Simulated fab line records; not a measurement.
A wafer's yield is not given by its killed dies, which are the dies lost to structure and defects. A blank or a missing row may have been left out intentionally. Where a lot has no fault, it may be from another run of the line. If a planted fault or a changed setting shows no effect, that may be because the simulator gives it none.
2 desks, one fault ; flow nandHarc ; only its own numbers are on each desk; what lay behind them is given at the end

AT THE METROLOGY DESK
Lot by lot, what the gauges showed, no matter which tool ran the lot: averages of those sampled wafers that carry a number. The brackets show how far a lot's mean lies from the usual mean; more than 4 standard deviations puts the lot out of limits, marked OUT.
Columns: A = thkNm at NHARC_A_ONON_D2_THK_MEAS_11, usual 1002 nm
lot;first seen here;A
L613;day 12 15:35;1013
L614;day 12 21:47;1008
L616;day 13 07:55;1008
L623;day 16 06:41;802 (-23) OUT
L625;day 16 23:05;864 (-16) OUT
L628;day 18 09:26;999
L627;day 18 09:35;993
L626;day 18 09:48;1001
L630;day 19 13:35;1006
L632;day 20 00:35;1010
L633;day 21 10:20;1000
L634;day 21 10:22;1016
L636;day 22 07:59;1007
L635;day 22 09:38;1004
This desk finds L623, L625 out of limits, L623 being first, at day 16 06:41 (thkNm at NHARC_A_ONON_D2_THK_MEAS_11). L613, L614, L616, L628, L627, L626, L630, L632, L633, L634, L636, L635 stayed within limits.

THE DEFECT DESK
Lot by lot, what the route's inspections counted, given as the mean of those sampled wafers with a number. The brackets show how far a lot's mean lies from the usual mean; more than 4 standard deviations puts the lot out of limits, marked OUT.
Columns: A = rawDefectCount at NHARC_A_CHANNEL_FILL_D1_INSPECT_13, usual 371
lot;first seen here;A
L613;day 11 01:04;292
L614;day 11 09:18;203
L616;day 11 17:54;378
L623;day 14 21:08;626
L625;day 15 10:46;320
L626;day 16 14:07;483
L627;day 16 18:29;411
L628;day 16 18:29;312
L630;day 18 01:17;208
L632;day 18 14:47;328
L633;day 19 18:35;284
L634;day 19 21:29;351
L635;day 20 08:11;452
L636;day 20 16:02;527
This desk's verdict: no lot among the 14 shows anything out of limits.

ALL TOGETHER
At day 16 06:41 the metrology desk could have sounded an alarm, on L623, L625.
No out-of-limits result turned up at the defect desk.
The defect desk has L623, L625 on record, within its limits.
All the named lots went through NHARC_A_ONON_D2_DEP_09 on pecvdOnon-03.

WHAT THE SIMULATOR HAD PUT IN
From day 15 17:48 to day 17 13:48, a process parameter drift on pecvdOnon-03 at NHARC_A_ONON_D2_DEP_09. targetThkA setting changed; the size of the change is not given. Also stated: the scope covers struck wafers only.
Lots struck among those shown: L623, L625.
Hours from the fault's start to each desk's first reading out of limits: the metrology desk, 13.
